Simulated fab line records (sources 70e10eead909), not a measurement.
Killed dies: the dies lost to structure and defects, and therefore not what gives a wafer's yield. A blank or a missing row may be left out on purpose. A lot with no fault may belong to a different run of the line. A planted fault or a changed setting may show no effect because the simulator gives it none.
fab line records :: flow nand_harc
record:
  lots: 5
  wafers: 15
  last_day: 33
route steps=1302 shown P_ZERO_WELL@44
lots that met no fault: taken from a fault-free run of the same line
start_h: start of the lot's first displayed wafer, in hours after the record's first day :: wait_h: time in hours since the lot's previous step :: " same as the row above :: L1.1+2: several wafers, shown together as one row :: - no value, or no start was given :: * or withheld: withheld :: < > ~ a bound
route shown NAME@n: NAME is a module with steps in the file, n the number in the route of the first one :: usual: average and standard deviation across the fault-free wafers :: same: alike in all rows :: chamber/n: place in a boat :: sites: readings site by site :: _std_site: the standard deviation of these :: _edge_site: mean of outer sites minus mean of inner sites :: radius_mm: how far each site lies from the wafer's centre :: mask NAME#n: copy n :: behind: tool/chamber where the wafer was last shaped :: hold: the reason the lot was held/the length of the hold in hours/how it ended :: device: the n, p or np transistor that did not switch :: end of line: the same wafers' tests at the end of the route :: for a step that has no rows: nothing shown but its recipe :: killed: count of dies lost to structure and defects at first sort (not the wafer's yield) :: map: a wafer's dies, x killed, . not, _ none there
set.NAME: setting as actually run; set.NAME@STEP: the setting as run at that earlier step :: model.NAME: the simulator's own value behind a step, which no gauge read
lots at some steps of the route; a table a step, a row a wafer
services: a tool's chamber out of use, with start hour (start_h, from the record's first day; less than 0 if before it), hours out, and reason
== steps ==
step: NHARC_P_ZERO_WELL_CD_MEAS_37
recipe:
  target_cd_nm: 720
  landing_energy_ev: 500
usual:
  cd_nm: 719.5/2.5
lot.wafer: L429.1
tool: cd_sem-03
chamber: 0
start_h: 43.97
wait_h: -
cd_nm: 722.3

lot.wafer: L429.3
tool: cd_sem-03
chamber: 0
start_h: 43.97
wait_h: -
cd_nm: 717.5

lot.wafer: L429.4
tool: cd_sem-03
chamber: 0
start_h: 43.97
wait_h: -
cd_nm: 722.0

lot.wafer: L433.2
tool: cd_sem-03
chamber: 0
start_h: 84.51
wait_h: -
cd_nm: 720.0

lot.wafer: L433.4
tool: cd_sem-03
chamber: 0
start_h: 84.51
wait_h: -
cd_nm: 721.1

lot.wafer: L433.6
tool: cd_sem-03
chamber: 0
start_h: 84.51
wait_h: -
cd_nm: 717.3

lot.wafer: L434.1
tool: cd_sem-01
chamber: 0
start_h: 94.24
wait_h: -
cd_nm: 718.5

lot.wafer: L434.4
tool: cd_sem-01
chamber: 0
start_h: 94.24
wait_h: -
cd_nm: 722.6

lot.wafer: L434.6
tool: cd_sem-01
chamber: 0
start_h: 94.24
wait_h: -
cd_nm: 717.8

lot.wafer: L445.1
tool: cd_sem-02
chamber: 0
start_h: 204.01
wait_h: -
cd_nm: 718.8

lot.wafer: L445.2
tool: cd_sem-02
chamber: 0
start_h: 204.01
wait_h: -
cd_nm: 716.2

lot.wafer: L445.3
tool: cd_sem-02
chamber: 0
start_h: 204.01
wait_h: -
cd_nm: 721.0

lot.wafer: L449.1
tool: cd_sem-01
chamber: 0
start_h: 244.22
wait_h: -
cd_nm: 719.0

lot.wafer: L449.5
tool: cd_sem-01
chamber: 0
start_h: 244.22
wait_h: -
cd_nm: 717.5

lot.wafer: L449.6
tool: cd_sem-01
chamber: 0
start_h: 244.22
wait_h: -
cd_nm: 719.7
step: NHARC_P_ZERO_WELL_HARDBAKE_38
recipe:
  temp_c: 125
  time_s: 80
step: NHARC_P_ZERO_WELL_DESCUM_39
recipe:
  time_s: 3
  o2_flow_sccm: 200
  ar_flow_sccm: 0
  bias_power_w: 0
  chemistry: O2
usual:
  drypump_motor_current_A: 5.5/0.31
  oes_product_au: 0.996/0.014
  rf_vpp_V: 57.7/0.88
  showerhead_plenum_p_Torr: 1.90/0.088
  throttle_valve_pct: 11.311/0.0097
lot.wafer: L429.4
tool: rie_diel-06
chamber: 1
start_h: 44.13
wait_h: -
drypump_motor_current_A: 5.3
oes_product_au: 1.023
rf_hours_counter_h: 24
rf_vpp_V: 59.1
showerhead_plenum_p_Torr: 1.93
throttle_valve_pct: 11.297

lot.wafer: L429.1
tool: rie_diel-06
chamber: 2
start_h: 44.13
wait_h: -
drypump_motor_current_A: 5.4
oes_product_au: 0.993
rf_hours_counter_h: 22
rf_vpp_V: 57.4
showerhead_plenum_p_Torr: 1.87
throttle_valve_pct: 11.327

lot.wafer: L429.3
tool: rie_diel-06
chamber: 0
start_h: 44.13
wait_h: -
drypump_motor_current_A: 5.0
oes_product_au: 0.992
rf_hours_counter_h: 23
rf_vpp_V: 56.8
showerhead_plenum_p_Torr: 1.78
throttle_valve_pct: 11.304

lot.wafer: L433.2
tool: rie_diel-02
chamber: 3
start_h: 84.67
wait_h: -
drypump_motor_current_A: 5.2
oes_product_au: 0.979
rf_hours_counter_h: 16
rf_vpp_V: 57.2
showerhead_plenum_p_Torr: 1.96
throttle_valve_pct: 11.310

lot.wafer: L433.4
tool: rie_diel-02
chamber: 1
start_h: 84.67
wait_h: -
drypump_motor_current_A: 5.6
oes_product_au: 0.998
rf_hours_counter_h: 15
rf_vpp_V: 59.0
showerhead_plenum_p_Torr: 1.80
throttle_valve_pct: 11.311

lot.wafer: L433.6
tool: rie_diel-02
chamber: 0
start_h: 84.67
wait_h: -
drypump_motor_current_A: 5.8
oes_product_au: 0.979
rf_hours_counter_h: -
rf_vpp_V: 58.5
showerhead_plenum_p_Torr: 1.81
throttle_valve_pct: 11.316

lot.wafer: L434.4
tool: rie_diel-06
chamber: 0
start_h: 94.40
wait_h: -
drypump_motor_current_A: 5.0
oes_product_au: 0.995
rf_hours_counter_h: 39
rf_vpp_V: 57.3
showerhead_plenum_p_Torr: 1.77
throttle_valve_pct: 11.300

lot.wafer: L434.1
tool: rie_diel-06
chamber: 3
start_h: 94.40
wait_h: -
drypump_motor_current_A: 5.9
oes_product_au: 1.007
rf_hours_counter_h: 35
rf_vpp_V: 57.3
showerhead_plenum_p_Torr: 1.98
throttle_valve_pct: 11.311

lot.wafer: L434.6
tool: rie_diel-06
chamber: 0
start_h: 94.40
wait_h: -
drypump_motor_current_A: 5.0
oes_product_au: 0.985
rf_hours_counter_h: -
rf_vpp_V: 57.7
showerhead_plenum_p_Torr: 1.77
throttle_valve_pct: 11.296

lot.wafer: L445.2
tool: rie_diel-06
chamber: 1
start_h: 204.18
wait_h: -
drypump_motor_current_A: 5.3
oes_product_au: 1.027
rf_hours_counter_h: 20
rf_vpp_V: 57.8
showerhead_plenum_p_Torr: 1.91
throttle_valve_pct: 11.307

lot.wafer: L445.1
tool: rie_diel-06
chamber: 2
start_h: 204.18
wait_h: -
drypump_motor_current_A: 5.4
oes_product_au: 0.994
rf_hours_counter_h: 22
rf_vpp_V: 58.1
showerhead_plenum_p_Torr: 1.86
throttle_valve_pct: 11.322

lot.wafer: L445.3
tool: rie_diel-06
chamber: 3
start_h: 204.18
wait_h: -
drypump_motor_current_A: 5.9
oes_product_au: 1.002
rf_hours_counter_h: 25
rf_vpp_V: 57.8
showerhead_plenum_p_Torr: 1.96
throttle_valve_pct: 11.318

lot.wafer: L449.1
tool: rie_diel-06
chamber: 3
start_h: 244.40
wait_h: -
drypump_motor_current_A: 5.9
oes_product_au: 1.000
rf_hours_counter_h: 36
rf_vpp_V: 57.6
showerhead_plenum_p_Torr: 1.96
throttle_valve_pct: 11.305

lot.wafer: L449.5
tool: rie_diel-06
chamber: 1
start_h: 244.40
wait_h: -
drypump_motor_current_A: 5.2
oes_product_au: 1.011
rf_hours_counter_h: -
rf_vpp_V: 57.5
showerhead_plenum_p_Torr: 1.91
throttle_valve_pct: 11.323

lot.wafer: L449.6
tool: rie_diel-06
chamber: 2
start_h: 244.40
wait_h: -
drypump_motor_current_A: 5.4
oes_product_au: 1.013
rf_hours_counter_h: -
rf_vpp_V: 58.5
showerhead_plenum_p_Torr: 1.85
throttle_valve_pct: 11.309
step: NHARC_P_ZERO_WELL_IMPLANT_40
recipe:
  energy_kev: 300
  dose_cm2: 1e+13
  tilt_deg: 7
step: NHARC_P_ZERO_WELL_IMPLANT_59
recipe:
  energy_kev: 120
  dose_cm2: 5e+12
  tilt_deg: 7
step: NHARC_P_ZERO_WELL_IMPLANT_60
recipe:
  energy_kev: 30
  dose_cm2: 2e+12
  tilt_deg: 7
step: NHARC_P_ZERO_WELL_STRIP_41
recipe:
  time_s: 840
  temp_c: 130
  chemistry: SPM
step: NHARC_P_ZERO_WELL_DEHYDRATE_44
recipe:
  temp_c: 150
  time_s: 120
step: NHARC_P_ZERO_WELL_HMDS_45
recipe:
  time_s: 30
step: NHARC_P_ZERO_WELL_COAT_46
recipe:
  spin_rpm: withheld
step: NHARC_P_ZERO_WELL_SOFTBAKE_47
recipe:
  temp_c: 122
  time_s: 95
step: NHARC_P_ZERO_WELL_EBR_48
step: NHARC_P_ZERO_WELL_EXPOSE_49
recipe:
  na: 0.6
  target_cd_nm: 2000
  dose_mj: 22.64
  mask_id: P_HVPW
lot.wafer: L429.1+3+4
tool: krf_scanner-03
chamber: 0
start_h: 45.45
wait_h: -
mask: P_HVPW#0

lot.wafer: L433.2+4+6
tool: krf_scanner-04
chamber: 0
start_h: 85.99
wait_h: -
mask: P_HVPW_R1#0

lot.wafer: L434.1+4+6
tool: krf_scanner-04
chamber: 0
start_h: 95.60
wait_h: -
mask: P_HVPW#0

lot.wafer: L445.1+2+3
tool: krf_scanner-03
chamber: 0
start_h: 205.37
wait_h: -
mask: P_HVPW#0

lot.wafer: L449.1+5+6
tool: krf_scanner-02
chamber: 0
start_h: 245.58
wait_h: -
mask: P_HVPW#0
step: NHARC_P_ZERO_WELL_PEB_50
recipe:
  peb_temp_c: 118
  peb_time_s: 85
step: NHARC_P_ZERO_WELL_DEVELOP_51
recipe:
  time_s: 70
step: NHARC_P_ZERO_WELL_CD_MEAS_52
recipe:
  target_cd_nm: 2000
  landing_energy_ev: 500
usual:
  cd_nm: 2000.3/2.4
lot.wafer: L429.1
tool: cd_sem-03
chamber: 0
start_h: 45.61
wait_h: -
cd_nm: 1997.8

lot.wafer: L429.3
tool: cd_sem-03
chamber: 0
start_h: 45.61
wait_h: -
cd_nm: 2000.2

lot.wafer: L429.4
tool: cd_sem-03
chamber: 0
start_h: 45.61
wait_h: -
cd_nm: 2000.6

lot.wafer: L433.2
tool: cd_sem-03
chamber: 0
start_h: 86.14
wait_h: -
cd_nm: 1900.7

lot.wafer: L433.4
tool: cd_sem-03
chamber: 0
start_h: 86.14
wait_h: -
cd_nm: 1906.7

lot.wafer: L433.6
tool: cd_sem-03
chamber: 0
start_h: 86.14
wait_h: -
cd_nm: 1902.0

lot.wafer: L434.1
tool: cd_sem-01
chamber: 0
start_h: 95.75
wait_h: -
cd_nm: 1999.5

lot.wafer: L434.4
tool: cd_sem-01
chamber: 0
start_h: 95.75
wait_h: -
cd_nm: 2001.3

lot.wafer: L434.6
tool: cd_sem-01
chamber: 0
start_h: 95.75
wait_h: -
cd_nm: 2002.8

lot.wafer: L445.1
tool: cd_sem-02
chamber: 0
start_h: 205.53
wait_h: -
cd_nm: 1998.6

lot.wafer: L445.2
tool: cd_sem-02
chamber: 0
start_h: 205.53
wait_h: -
cd_nm: 2001.0

lot.wafer: L445.3
tool: cd_sem-02
chamber: 0
start_h: 205.53
wait_h: -
cd_nm: 2000.4

lot.wafer: L449.1
tool: cd_sem-02
chamber: 0
start_h: 245.74
wait_h: -
cd_nm: 1998.8

lot.wafer: L449.5
tool: cd_sem-02
chamber: 0
start_h: 245.74
wait_h: -
cd_nm: 2001.1

lot.wafer: L449.6
tool: cd_sem-02
chamber: 0
start_h: 245.74
wait_h: -
cd_nm: 2001.1
step: NHARC_P_ZERO_WELL_HARDBAKE_53
recipe:
  temp_c: 125
  time_s: 80
step: NHARC_P_ZERO_WELL_DESCUM_54
recipe:
  time_s: 3
  o2_flow_sccm: 200
  ar_flow_sccm: 0
  bias_power_w: 0
  chemistry: O2
usual:
  drypump_motor_current_A: 5.53/0.29
  oes_product_au: 0.994/0.012
  rf_vpp_V: 57.6/0.87
  showerhead_plenum_p_Torr: 1.89/0.094
  throttle_valve_pct: 11.312/0.009
lot.wafer: L429.3
tool: rie_diel-06
chamber: 1
start_h: 45.77
wait_h: -
drypump_motor_current_A: 5.28
oes_product_au: 1.007
rf_hours_counter_h: 25
rf_vpp_V: 58.1
showerhead_plenum_p_Torr: 1.93
throttle_valve_pct: 11.312
model.P_ZERO_WELL.cd_nm: 2000

lot.wafer: L429.4
tool: rie_diel-06
chamber: 2
start_h: 45.77
wait_h: -
drypump_motor_current_A: 5.42
oes_product_au: 1.003
rf_hours_counter_h: 23
rf_vpp_V: 57.3
showerhead_plenum_p_Torr: 1.87
throttle_valve_pct: 11.316
model.P_ZERO_WELL.cd_nm: 2000

lot.wafer: L429.1
tool: rie_diel-06
chamber: 0
start_h: 45.77
wait_h: -
drypump_motor_current_A: 5.00
oes_product_au: 0.998
rf_hours_counter_h: 24
rf_vpp_V: 57.5
showerhead_plenum_p_Torr: 1.78
throttle_valve_pct: 11.304
model.P_ZERO_WELL.cd_nm: 1997

lot.wafer: L433.4
tool: rie_diel-06
chamber: 0
start_h: 86.31
wait_h: -
drypump_motor_current_A: 5.02
oes_product_au: 0.983
rf_hours_counter_h: 38
rf_vpp_V: 57.3
showerhead_plenum_p_Torr: 1.77
throttle_valve_pct: 11.320
model.P_ZERO_WELL.cd_nm: 1906

lot.wafer: L433.2
tool: rie_diel-06
chamber: 1
start_h: 86.31
wait_h: -
drypump_motor_current_A: 5.29
oes_product_au: 0.998
rf_hours_counter_h: 41
rf_vpp_V: 57.1
showerhead_plenum_p_Torr: 1.92
throttle_valve_pct: 11.331
model.P_ZERO_WELL.cd_nm: 1901

lot.wafer: L433.6
tool: rie_diel-06
chamber: 0
start_h: 86.31
wait_h: -
drypump_motor_current_A: 5.01
oes_product_au: 0.992
rf_hours_counter_h: -
rf_vpp_V: 55.8
showerhead_plenum_p_Torr: 1.77
throttle_valve_pct: 11.302
model.P_ZERO_WELL.cd_nm: 1902

lot.wafer: L434.4
tool: rie_diel-03
chamber: 1
start_h: 95.91
wait_h: -
drypump_motor_current_A: 5.85
oes_product_au: 0.999
rf_hours_counter_h: 60
rf_vpp_V: 57.3
showerhead_plenum_p_Torr: 1.76
throttle_valve_pct: 11.320
model.P_ZERO_WELL.cd_nm: 2002

lot.wafer: L434.1
tool: rie_diel-03
chamber: 3
start_h: 95.91
wait_h: -
drypump_motor_current_A: 5.64
oes_product_au: 1.011
rf_hours_counter_h: 50
rf_vpp_V: 57.8
showerhead_plenum_p_Torr: 1.93
throttle_valve_pct: 11.295
model.P_ZERO_WELL.cd_nm: 1999

lot.wafer: L434.6
tool: rie_diel-03
chamber: 1
start_h: 95.91
wait_h: -
drypump_motor_current_A: 5.86
oes_product_au: 0.985
rf_hours_counter_h: -
rf_vpp_V: 56.8
showerhead_plenum_p_Torr: 1.76
throttle_valve_pct: 11.313
model.P_ZERO_WELL.cd_nm: 2003

lot.wafer: L445.3
tool: rie_diel-02
chamber: 0
start_h: 205.69
wait_h: -
drypump_motor_current_A: 5.80
oes_product_au: 0.992
rf_hours_counter_h: 43
rf_vpp_V: 55.6
showerhead_plenum_p_Torr: 1.80
throttle_valve_pct: 11.321
model.P_ZERO_WELL.cd_nm: 2001

lot.wafer: L445.1
tool: rie_diel-02
chamber: 1
start_h: 205.69
wait_h: -
drypump_motor_current_A: 5.59
oes_product_au: 0.996
rf_hours_counter_h: 55
rf_vpp_V: 57.5
showerhead_plenum_p_Torr: 1.79
throttle_valve_pct: 11.305
model.P_ZERO_WELL.cd_nm: 1999

lot.wafer: L445.2
tool: rie_diel-02
chamber: 3
start_h: 205.69
wait_h: -
drypump_motor_current_A: 5.25
oes_product_au: 0.987
rf_hours_counter_h: 56
rf_vpp_V: 58.1
showerhead_plenum_p_Torr: 1.95
throttle_valve_pct: 11.302
model.P_ZERO_WELL.cd_nm: 2001

lot.wafer: L449.1
tool: rie_diel-03
chamber: 1
start_h: 245.91
wait_h: -
drypump_motor_current_A: 5.86
oes_product_au: 1.010
rf_hours_counter_h: 9
rf_vpp_V: 57.9
showerhead_plenum_p_Torr: 2.07
throttle_valve_pct: 11.301
model.P_ZERO_WELL.cd_nm: 2000

lot.wafer: L449.5
tool: rie_diel-03
chamber: 0
start_h: 245.91
wait_h: -
drypump_motor_current_A: 5.20
oes_product_au: 0.973
rf_hours_counter_h: -
rf_vpp_V: 57.8
showerhead_plenum_p_Torr: 1.79
throttle_valve_pct: 11.315
model.P_ZERO_WELL.cd_nm: 2001

lot.wafer: L449.6
tool: rie_diel-03
chamber: 1
start_h: 245.91
wait_h: -
drypump_motor_current_A: 5.85
oes_product_au: 1.004
rf_hours_counter_h: -
rf_vpp_V: 58.2
showerhead_plenum_p_Torr: 2.07
throttle_valve_pct: 11.297
model.P_ZERO_WELL.cd_nm: 2002
step: NHARC_P_ZERO_WELL_IMPLANT_55
recipe:
  energy_kev: 180
  dose_cm2: 8e+11
  tilt_deg: 7
== services ==
tool: rie_diel-03
chamber: -
start_h: 31.90
hours: 1.1
kind: repair

tool: rie_diel-06
chamber: 0
start_h: 35.80
hours: -
kind: clean

tool: rie_diel-06
chamber: 1
start_h: 35.80
hours: -
kind: clean

tool: rie_diel-06
chamber: 2
start_h: 35.80
hours: -
kind: clean

tool: rie_diel-06
chamber: 3
start_h: 35.80
hours: -
kind: clean

tool: rie_diel-02
chamber: -
start_h: 39.70
hours: 9.0
kind: pm

tool: krf_scanner-03
chamber: -
start_h: 50.16
hours: 11.9
kind: repair

tool: krf_scanner-02
chamber: -
start_h: 50.25
hours: 2.2
kind: repair

tool: rie_diel-06
chamber: 0
start_h: 60.37
hours: -
kind: clean

tool: rie_diel-06
chamber: 1
start_h: 60.37
hours: -
kind: clean

tool: krf_scanner-03
chamber: -
start_h: 62.09
hours: 4.0
kind: pm

tool: krf_scanner-04
chamber: -
start_h: 76.00
hours: 0.5
kind: repair

tool: krf_scanner-02
chamber: -
start_h: 94.00
hours: 4.0
kind: pm

tool: krf_scanner-02
chamber: -
start_h: 103.35
hours: 1.8
kind: repair

tool: rie_diel-03
chamber: -
start_h: 104.44
hours: 9.0
kind: pm

tool: krf_scanner-03
chamber: -
start_h: 127.94
hours: 2.4
kind: repair

tool: rie_diel-06
chamber: -
start_h: 130.25
hours: 9.0
kind: pm

tool: rie_diel-02
chamber: 0
start_h: 165.77
hours: 23.0
kind: repair

tool: krf_scanner-02
chamber: -
start_h: 179.07
hours: 0.4
kind: repair

tool: krf_scanner-04
chamber: -
start_h: 182.00
hours: 4.0
kind: pm

tool: rie_diel-06
chamber: 0
start_h: 205.30
hours: 7.9
kind: repair

tool: krf_scanner-02
chamber: -
start_h: 209.52
hours: 1.2
kind: repair

tool: rie_diel-02
chamber: -
start_h: 216.70
hours: 9.0
kind: pm

tool: krf_scanner-03
chamber: -
start_h: 234.09
hours: 4.0
kind: pm
== key ==
first_sign:
  step: NHARC_P_ZERO_WELL_EXPOSE_49
  reading: mask
  direction: changed
effect:
  step: NHARC_P_ZERO_WELL_CD_MEAS_52
  reading: cd_nm
  direction: down
  sigmas: 41
  usual: 2000.3
  struck: 1903.1
model_effect:
  step: NHARC_P_ZERO_WELL_DESCUM_54
  value: P_ZERO_WELL.cd_nm
  without: 1999
  struck: 1903
met_at NHARC_P_ZERO_WELL_EXPOSE_49
struck_wafers L433.2,L433.4,L433.6
tester_left_out L433
fault:
  kind: wrong_mask
  tool: any
  chamber: -
  onset_h: 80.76
  steps: NHARC_P_ZERO_WELL_EXPOSE_49
  aux_copy: P_HVPW_R1#0
  cd_offset_nm: -96.428
  scope: struck_lots_only
tester_left_out: of these lots the tester's yield and bins aren't shown, on N5 and GAA mostly nor the transistor test; their killed dies are dies lost to structure and defects alone, not to doping, threshold or leakage, so they don't give the yield
